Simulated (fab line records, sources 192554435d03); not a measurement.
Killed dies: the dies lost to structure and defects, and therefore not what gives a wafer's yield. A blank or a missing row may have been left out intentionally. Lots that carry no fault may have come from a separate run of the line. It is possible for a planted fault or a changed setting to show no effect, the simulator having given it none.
Which tool did it?	flow n5Finfet	12 lots, 36 wafers sampled, at 6 steps of a route of 1938

WHAT THE GAUGES READ, wafer by wafer
N5_BEOL_M6_THK_MEAS_01.
lot	measured	on	M6_ILD_THK (nm)
L074	day 8 19:16	filmMetro-01	150.0 155.2 154.9
L077	day 9 14:05	filmMetro-01	154.5 159.6 160.8
L078	day 9 19:25	filmMetro-02	151.8 153.1 155.6
L081	day 10 13:08	filmMetro-02	156.0 155.1 156.6
L084	day 10 17:31	filmMetro-02	151.7 155.7 154.5
L085	day 11 11:22	filmMetro-02	152.4 154.3 155.2
L088	day 12 04:56	filmMetro-01	152.4 158.8 156.7
L089	day 12 12:43	filmMetro-02	152.3 157.8 155.6
L091	day 13 05:02	filmMetro-01	152.1 154.3 153.5
L093	day 13 15:28	filmMetro-01	155.8 152.8 157.5
L097	day 14 11:34	filmMetro-01	155.6 157.6 155.2
L096	day 14 13:35	filmMetro-02	154.1 155.1 157.5

WHAT TOOL EACH LOT RAN ON (gives the tool, then ch and the chambers of the sampled wafers, and finally the start)
lot	N5_BEOL_M5_STRIP_64	N5_BEOL_M5_HM_OPEN_17	N5_BEOL_M5_CURE_80	N5_BEOL_M5_PRE_CLEAN_45	N5_BEOL_M5_SPUTTER_81
L074	rieDiel-06 ch 1,2,3, day 8 09:55	rieMetal-03 ch 1, day 8 09:58	uvCure-01 ch 2, day 8 11:46	pvdSputter-03, day 8 12:32	pvdSputter-03, day 8 14:12
L077	rieDiel-03 ch 0,1,2, day 9 02:42	rieMetal-02 ch 0,1, day 9 02:45	uvCure-01 ch 2, day 9 04:30	pvdSputter-01, day 9 04:58	pvdSputter-01, day 9 06:46
L078	rieDiel-02 ch 0,1,3, day 9 07:06	rieMetal-02 ch 0,1, day 9 07:08	uvCure-01 ch 2, day 9 10:53	pvdSputter-01, day 9 11:12	pvdSputter-03, day 9 12:53
L081	rieDiel-02 ch 0,1,2, day 10 01:48	rieMetal-02 ch 0,1, day 10 01:52	uvCure-02 ch 1, day 10 05:44	pvdSputter-01, day 10 06:16	pvdSputter-03, day 10 08:06
L084	rieDiel-06 ch 0,1,3, day 10 07:47	rieMetal-03 ch 0,1, day 10 07:49	uvCure-03 ch 0, day 10 09:56	pvdSputter-01, day 10 10:41	pvdSputter-01, day 10 12:34
L085	rieDiel-03 ch 1,2,3, day 11 02:20	rieMetal-01 ch 0,1, day 11 02:23	uvCure-01 ch 2, day 11 03:45	pvdSputter-01, day 11 04:10	pvdSputter-01, day 11 06:01
L088	rieDiel-02 ch 0,1, day 11 15:27	rieMetal-01 ch 0,1, day 11 15:33	uvCure-01 ch 1, day 11 20:02	pvdSputter-01, day 11 20:37	pvdSputter-02, day 11 23:53
L089	rieDiel-03 ch 0,2, day 12 02:42	rieMetal-03 ch 0,1, day 12 02:44	uvCure-01 ch 0, day 12 04:02	pvdSputter-01, day 12 05:56	pvdSputter-01, day 12 07:35
L091	rieDiel-06 ch 0,1, day 12 18:40	rieMetal-02 ch 0,1, day 12 18:42	uvCure-03 ch 2, day 12 20:20	pvdSputter-01, day 12 20:43	pvdSputter-02, day 12 23:52
L093	rieDiel-06 ch 0,1,3, day 13 00:43	rieMetal-02 ch 0, day 13 00:46	uvCure-01 ch 2, day 13 03:39	pvdSputter-01, day 13 04:13	pvdSputter-03, day 13 06:18
L097	rieDiel-02 ch 1,3, day 13 22:58	rieMetal-01 ch 0,1, day 13 23:02	uvCure-02 ch 2, day 14 00:34	pvdSputter-03, day 14 00:49	pvdSputter-03, day 14 02:30
L096	rieDiel-03 ch 0,1, day 14 01:28	rieMetal-02 ch 0,1, day 14 01:31	uvCure-03 ch 1, day 14 03:26	pvdSputter-02, day 14 05:35	pvdSputter-01, day 14 08:00
- N5_BEOL_M5_STRIP_64: strips in CF4.
- N5_BEOL_M5_HM_OPEN_17: chemistry Cl2/BCl3, target TiN, target depth 20 nm, overetch 6 nm.
- N5_BEOL_M5_CURE_80: cures SiCOH lowk, time 120 s.
- N5_BEOL_M5_PRE_CLEAN_45: time 30 s.
- N5_BEOL_M5_SPUTTER_81: material Cu, target thk 15 nm, time 27.62 s.

THE ANSWER, worked out from the rows above alone
Rule: the lots themselves supply what counts as usual. Put in order of their means at a reading, lots are off if they are a third of the lots or fewer, leave a main group of 4 or more, and stand apart from it by a gap of 3 or more times the standard deviation of the main group's means; of several such gaps the widest counts. Not used: any main group whose means are identical at the precision the tables above print for the reading. Also off: a lot with no number at a reading for which 4 or more lots have one. All remaining lots with rows at the step are treated as sound.
Across all readings shown, no lot is off: no conclusion can be drawn from this.

WHAT THE SIMULATOR PUT IN
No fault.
